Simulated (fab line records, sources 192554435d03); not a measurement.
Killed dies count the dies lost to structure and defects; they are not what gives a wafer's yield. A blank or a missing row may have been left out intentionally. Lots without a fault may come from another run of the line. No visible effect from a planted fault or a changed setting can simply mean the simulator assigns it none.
fab line records	flow n5_finfet
[record] lots = 9	wafers = 27	last_day = 17
route steps=1938 shown MOL_CONTACT_COAG@588 BEOL_M4@1111
lots that met no fault: taken from a fault-free run of the same line
start_h: the number of hours between the record's first day and the start of the first shown wafer of the lot	wait_h: hours elapsed since this lot's preceding step	" as in the row above	L1.1+2: one row covering several wafers at once	- no value present, or no start provided	* or withheld: withheld	< > ~ a bound
route shown NAME@n: names a module that has steps shown in the file, with the first one's number in the route	usual: the fault-free wafers' mean and standard deviation	same: alike in all rows	chamber/n: place in a boat	sites: each site's reading	_std_site: standard deviation across them	_edge_site: mean of outer sites minus mean of inner sites	radius_mm: how far each site lies from the wafer's centre	mask NAME#n: copy n	behind: the most recent tool/chamber to have shaped the wafer	hold: cause of the lot's hold/its duration in hours/its outcome	device: transistor that didn't switch, given as n, p or np	end of line: the route-end tests of the same wafers	a step given without rows: its recipe and nothing more	killed: not the wafer's yield, but the dies lost to structure and defects at the first sort	map: shows each die of a wafer: x if killed, . if not, _ if none is there
set.NAME: setting as actually run; set.NAME@STEP: the setting as run at that earlier step	model.NAME: the simulator's own value behind a step, which no gauge read
the route's steps for a sample of lots (tables are steps, rows are wafers)
services: a tool's chamber out of use, with start hour (start_h, from the record's first day; less than 0 if before it), hours out, and reason
[[steps]]
[step N5_MOL_CONTACT_COAG_ETCH_47]
[recipe] chemistry = CH3F/O2	target = SiNx	target_depth_a = 270	mask_material = SiO2	stop_on = W	over_etch_frac = 0.2	ion_energy_ev = 120	endpoint = OES-CN	pressure_mtorr = 30	source_w = 395	bias_w = 73	Ar_flow_sccm = 150	CH3F_flow_sccm = 30	O2_flow_sccm = 20	ends = end_point
[usual] O2_flow_sccm = 20.00/0.069	drypump_motor_current_A = 5.8/0.44	etch_rf_on_time_s = 31.1/0.63	oes_product_au = 0.72/0.084	rf_vpp_V = 296/4.6	showerhead_plenum_p_Torr = 2.02/0.052	throttle_valve_pct = 16.38/0.25
lot.wafer	tool	chamber	start_h	wait_h	O2_flow_sccm	drypump_motor_current_A	etch_rf_on_time_s	oes_product_au	rf_hours_counter_h	rf_vpp_V	showerhead_plenum_p_Torr	throttle_valve_pct
L941.2	rie_diel-03	3	107.44	0.0	20.05	5.7	31.2	0.64	235	291	1.96	16.28
L941.5	"	3	"	"	19.97	5.7	31.3	0.63	-	290	1.96	16.29
L941.6	"	1	"	"	20.02	6.0	31.5	0.83	-	292	1.98	16.29
L942.1	rie_diel-03	0	114.76	0.0	20.08	5.9	32.0	0.60	256	301	2.05	16.81
L942.4	"	0	"	"	20.10	5.9	32.3	0.59	-	301	2.05	16.79
L942.6	"	3	"	"	20.05	5.7	31.2	0.64	-	290	1.96	16.28
L943.2	rie_diel-06	3	120.25	0.0	19.89	5.7	30.3	0.70	157	292	1.99	16.64
L943.5	"	3	"	"	19.87	5.7	30.1	0.69	-	291	1.99	16.64
L943.6	"	2	"	"	19.95	5.6	31.5	0.62	-	299	2.06	16.61
L951.1	rie_diel-06	2	166.73	0.0	20.06	5.5	30.9	0.63	244	299	2.06	16.67
L951.4	"	1	"	"	19.93	6.0	30.8	0.80	29	299	2.14	16.14
L951.5	"	0	"	"	19.96	5.1	31.4	0.71	-	306	2.10	16.41
L953.3	rie_diel-03	1	180.04	0.0	20.12	6.0	31.2	0.77	44	293	1.97	16.36
L953.4	"	0	"	"	20.02	5.9	31.2	0.82	16	300	2.04	16.32
L953.6	"	1	"	"	20.03	6.0	30.9	0.78	-	293	1.97	16.36
L954.2	rie_diel-06	1	185.69	0.0	19.95	6.0	30.6	0.79	36	300	2.14	16.15
L954.3	"	3	"	"	20.00	5.7	29.9	0.68	179	292	1.98	16.68
L954.5	"	0	"	"	19.92	5.1	31.5	0.69	-	305	2.10	16.43
L955.1	rie_diel-03	1	195.01	0.0	20.05	6.0	30.8	0.77	49	292	1.96	16.37
L955.2	"	2	"	"	20.10	5.4	31.4	0.78	33	294	2.04	16.31
L955.4	"	3	"	"	19.99	5.7	29.6	0.86	11	290	1.95	15.86
L960.1	rie_diel-03	2	220.37	0.0	19.86	5.3	31.9	0.77	42	294	2.03	16.33
L960.4	"	0	"	"	19.98	5.9	31.5	0.79	30	300	2.04	16.36
L960.6	"	2	"	"	19.83	5.3	32.2	0.75	-	294	2.03	16.34
L961.1	rie_diel-06	2	224.41	0.0	20.00	5.6	31.2	0.86	6	299	2.05	16.16
L961.3	"	1	"	"	20.07	6.0	31.0	0.76	53	300	2.13	16.15
L961.4	"	0	"	"	19.95	5.1	31.9	0.68	154	303	2.09	16.45
[step N5_MOL_CONTACT_COAG_COAT_64]
[recipe] resist = underlayer	temp_c = 205	time_s = 60	spin_rpm = 1500	resist_thk_nm = 10
[usual] exhaust_pa = 45.0/0.95	spin_speed_rpm = 1500.0/1
lot.wafer	tool	chamber	start_h	wait_h	exhaust_pa	spin_speed_rpm
L941.2	litho_track-01	0	107.71	-	45.8	1501.2
L941.5	"	0	"	"	46.4	1500.2
L941.6	"	0	"	"	45.8	1501.0
L942.1	litho_track-03	0	115.03	-	45.1	1501.0
L942.4	"	0	"	"	45.0	1500.8
L942.6	"	0	"	"	44.5	1501.5
L943.2	litho_track-01	0	120.52	-	44.0	1500.2
L943.5	"	0	"	"	43.2	1500.1
L943.6	"	0	"	"	43.8	1501.0
L951.1	litho_track-01	0	167.00	-	44.0	1446.3
L951.4	"	0	"	"	43.7	1446.4
L951.5	"	0	"	"	43.8	1446.6
L953.3	litho_track-01	0	180.31	-	46.6	1446.8
L953.4	"	0	"	"	45.3	1444.7
L953.6	"	0	"	"	45.0	1445.5
L954.2	litho_track-03	0	185.96	-	45.5	1500.1
L954.3	"	0	"	"	46.2	1497.5
L954.5	"	0	"	"	45.4	1500.7
L955.1	litho_track-03	0	195.28	-	46.4	1500.4
L955.2	"	0	"	"	43.8	1498.5
L955.4	"	0	"	"	45.3	1501.6
L960.1	litho_track-03	0	220.64	-	45.1	1500.3
L960.4	"	0	"	"	44.3	1497.9
L960.6	"	0	"	"	46.4	1499.5
L961.1	litho_track-04	0	224.68	-	45.7	1498.0
L961.3	"	0	"	"	45.8	1500.9
L961.4	"	0	"	"	45.8	1499.4
[step N5_MOL_CONTACT_COAG_CD_MEAS_40]
[recipe] target_cd_nm = 25.1	landing_energy_ev = 500	detector = se_inlens	polarity = opening
[usual] cd_nm = 25.09/0.26
[same] landing_energy_ev = 500
lot.wafer	tool	chamber	start_h	wait_h	cd_nm
L941.2	cd_sem-02	0	107.99	-	24.73
L941.5	"	0	"	"	25.44
L941.6	"	0	"	"	25.13
L942.1	cd_sem-03	0	115.43	-	25.07
L942.4	"	0	"	"	24.95
L942.6	"	0	"	"	25.06
L943.2	cd_sem-02	0	120.93	-	25.15
L943.5	"	0	"	"	25.58
L943.6	"	0	"	"	25.24
L951.1	cd_sem-01	0	167.33	-	24.90
L951.4	"	0	"	"	24.78
L951.5	"	0	"	"	25.15
L953.3	cd_sem-01	0	180.59	-	24.97
L953.4	"	0	"	"	25.01
L953.6	"	0	"	"	24.61
L954.2	cd_sem-03	0	186.24	-	25.18
L954.3	"	0	"	"	25.38
L954.5	"	0	"	"	25.59
L955.1	cd_sem-01	0	195.56	-	25.10
L955.2	"	0	"	"	25.25
L955.4	"	0	"	"	25.16
L960.1	cd_sem-01	0	221.04	-	25.11
L960.4	"	0	"	"	25.05
L960.6	"	0	"	"	25.40
L961.1	cd_sem-02	0	224.95	-	24.99
L961.3	"	0	"	"	25.14
L961.4	"	0	"	"	24.98
[step N5_MOL_CONTACT_COAG_DESCUM_45]
[recipe] chemistry = O2	time_s = 7	source_power_w = 50	bias_power_w = 20	pressure_mtorr = 20	rf_frequency_hz = 2.712e+07	temp_c = 40	resist = CAR-EUV	o2_flow_sccm = 225
[usual] drypump_motor_current_A = 5.8/0.45	oes_product_au = 0.82/0.097	rf_vpp_V = 243.4/1.2	showerhead_plenum_p_Torr = 2.10/0.051	throttle_valve_pct = 20.40/0.25
lot.wafer	tool	chamber	start_h	wait_h	drypump_motor_current_A	oes_product_au	rf_hours_counter_h	rf_vpp_V	showerhead_plenum_p_Torr	throttle_valve_pct
L941.2	rie_diel-06	2	108.11	0.0	5.6	0.69	222	244.8	2.15	20.67
L941.5	"	0	"	"	5.2	0.82	-	246.4	2.17	20.23
L941.6	"	1	"	"	6.1	0.95	-	247.7	2.25	20.24
L942.1	rie_diel-01	2	115.56	0.0	5.3	0.71	214	242.2	2.06	20.55
L942.4	"	1	"	"	6.4	0.88	45	243.5	2.12	19.94
L942.6	"	2	"	"	5.3	0.71	-	242.2	2.06	20.55
L943.2	rie_diel-01	2	121.25	0.2	5.3	0.71	216	242.3	2.06	20.57
L943.5	"	1	"	"	6.4	0.88	-	244.7	2.11	19.95
L943.6	"	0	"	"	6.7	0.69	-	243.5	2.16	20.72
L951.1	rie_diel-01	2	167.48	0.1	5.3	0.69	232	242.8	2.05	20.60
L951.4	"	1	"	"	6.4	0.86	64	244.1	2.11	19.97
L951.5	"	1	"	"	6.4	0.87	-	243.7	2.11	19.96
L953.3	rie_diel-01	2	180.71	0.0	5.3	0.70	239	242.4	2.05	20.60
L953.4	"	2	"	"	5.3	0.70	-	242.7	2.05	20.59
L953.6	"	3	"	"	5.5	0.70	-	243.7	2.07	20.60
L954.2	rie_diel-03	2	186.36	0.0	5.4	0.89	31	244.0	2.13	20.37
L954.3	"	0	"	"	5.8	0.93	18	244.8	2.14	20.48
L954.5	"	2	"	"	5.4	0.88	-	244.3	2.13	20.38
L955.1	rie_diel-03	3	195.84	0.2	5.7	0.95	12	242.6	2.05	20.02
L955.2	"	1	"	"	6.0	0.85	49	242.2	2.04	20.41
L955.4	"	2	"	"	5.3	0.89	34	244.4	2.13	20.40
L960.1	rie_diel-01	1	221.17	0.0	6.4	0.83	86	244.8	2.10	20.00
L960.4	"	1	"	"	6.4	0.84	-	243.4	2.10	19.99
L960.6	"	0	"	"	6.7	0.94	-	242.6	2.15	20.28
L961.1	rie_diel-03	3	225.08	0.0	5.7	0.91	21	242.7	2.04	20.03
L961.3	"	0	"	"	5.9	0.89	32	244.0	2.13	20.49
L961.4	"	2	"	"	5.3	0.87	44	243.6	2.12	20.40
[step N5_BEOL_M4_RC_MEAS_101]
[usual] DIBL_N = 36.0/1.7	DIBL_P = 36.0/2	IOFF_N = 0.156/0.028	IOFF_P = 0.21/0.04	ION_N = 673/12	ION_P = 463/8.3	SS_N = 71.4/0.6	SS_P = 73.3/0.66	VT_N = 250/3	VT_P = -250/3.8
lot.wafer	tool	chamber	start_h	wait_h	DIBL_N[mV/V]	DIBL_P[mV/V]	IOFF_N[nA/um]	IOFF_P[nA/um]	ION_N[uA/um]	ION_P[uA/um]	SS_N[mV/dec]	SS_P[mV/dec]	VT_N[mV]	VT_P[mV]
L942.1	prober-02	0	169.30	0.0	35.8	35.5	0.155	0.16	674	460	72.5	73.2	250	-257
L942.4	"	0	"	"	38.5	39.1	0.207	0.22	680	454	72.3	74.7	248	-251
L942.6	"	0	"	"	35.0	35.3	0.146	0.17	668	454	70.5	73.0	248	-256
L941.2	prober-01	0	173.52	0.2	33.3	32.2	0.102	0.17	653	460	70.6	72.2	256	-253
L941.5	"	0	"	"	35.7	35.4	0.135	0.20	654	456	72.1	73.7	254	-251
L941.6	"	0	"	"	35.2	34.4	0.136	0.20	666	459	71.4	72.7	254	-249
L943.2	prober-02	0	179.55	0.5	36.9	36.3	0.167	0.18	677	461	71.3	73.6	250	-254
L943.5	"	0	"	"	36.9	35.9	0.153	0.18	660	448	71.9	73.7	255	-255
L943.6	"	0	"	"	34.7	34.3	0.123	0.16	672	457	70.7	72.6	254	-254
L951.1	prober-01	0	236.13	0.0	39.2	38.8	0.220	0.28	699	477	72.1	74.7	243	-247
L951.4	"	0	"	"	32.8	30.8	0.107	0.16	658	465	70.5	72.3	254	-252
L951.5	"	0	"	"	35.6	34.7	0.146	0.21	670	463	71.4	73.2	252	-252
L953.3	prober-01	0	243.23	0.3	36.4	37.6	0.171	0.28	694	480	71.3	73.8	248	-240
L953.4	"	0	"	"	34.0	35.2	0.133	0.25	680	485	70.9	73.3	249	-243
L953.6	"	0	"	"	35.7	37.5	0.155	0.28	688	480	71.4	74.7	248	-244
L954.2	prober-01	0	245.12	0.2	35.5	34.7	0.141	0.20	656	460	70.8	73.3	254	-251
L954.3	"	0	"	"	37.3	36.9	0.182	0.23	684	472	71.4	72.7	249	-248
L954.5	"	0	"	"	37.1	37.1	0.174	0.24	688	467	71.6	73.9	249	-248
L955.1	prober-02	0	254.02	0.0	38.0	39.2	0.202	0.22	691	464	72.0	74.4	245	-251
L955.2	"	0	"	"	36.2	36.7	0.174	0.19	681	458	71.3	73.9	248	-252
L955.4	"	0	"	"	33.9	34.5	0.133	0.16	667	457	70.4	73.4	251	-256
L961.1	prober-02	0	296.62	0.0	34.3	34.3	0.137	0.20	671	463	71.6	73.4	252	-247
L961.3	"	0	"	"	34.2	33.8	0.136	0.19	672	468	70.3	72.6	250	-249
L961.4	"	0	"	"	34.4	34.6	0.143	0.21	675	472	70.9	73.2	249	-245
L960.1	prober-01	0	300.79	0.0	38.1	38.5	0.208	0.24	692	468	71.7	73.9	247	-249
L960.4	"	0	"	"	37.2	36.4	0.179	0.20	673	455	71.9	73.5	249	-254
L960.6	"	0	"	"	38.8	38.3	0.202	0.25	686	466	72.1	74.6	246	-250
[[services]]
tool	chamber	start_h	hours	kind
rie_diel-03	2	91.31	7.1	repair
rie_diel-03	2	98.71	-	clean
rie_diel-03	2	98.71	-	consumable_replace:focus_ring
rie_diel-03	2	98.71	21.3	scheduled_down
rie_diel-03	2	98.71	21.3	vent_cycle
rie_diel-03	-	111.30	2.4	repair
rie_diel-03	0	120.24	-	clean
rie_diel-03	0	120.24	-	consumable_replace:focus_ring
rie_diel-03	0	120.24	20.2	scheduled_down
rie_diel-03	0	120.24	20.2	vent_cycle
rie_diel-06	1	132.23	6.0	repair
rie_diel-06	0	133.63	5.5	repair
rie_diel-06	-	139.31	0.5	repair
rie_diel-03	3	140.46	-	clean
rie_diel-03	3	140.46	-	consumable_replace:focus_ring
rie_diel-03	3	140.46	22.1	scheduled_down
rie_diel-03	3	140.46	22.1	vent_cycle
rie_diel-06	3	155.87	5.8	repair
rie_diel-01	0	167.59	-	clean
rie_diel-01	0	167.59	-	consumable_replace:focus_ring
rie_diel-01	0	167.59	20.5	scheduled_down
rie_diel-01	0	167.59	20.5	vent_cycle
rie_diel-06	2	184.66	-	clean
rie_diel-03	-	221.21	0.3	repair
[[key]]
[first_sign] step = N5_MOL_CONTACT_COAG_COAT_64	reading = spin_speed_rpm	direction = down	sigmas = 54	usual = *	struck = *
effect none on later readings
met_at N5_MOL_CONTACT_COAG_COAT_64
struck_lots L951,L953
not_acting_at N5_MOL_CONTACT_COAG_ETCH_47,N5_MOL_CONTACT_COAG_CD_MEAS_40,N5_MOL_CONTACT_COAG_DESCUM_45
onset_between 120.52 167.00
[fault] kind = process_parameter_drift	tool = litho_track-01	chamber = -	onset_h = 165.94	steps = N5_MOL_CONTACT_COAG_COAT_64	channel = spin_rpm	offset = *	shape = step	end_h = 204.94	acts_in = *	stated = *
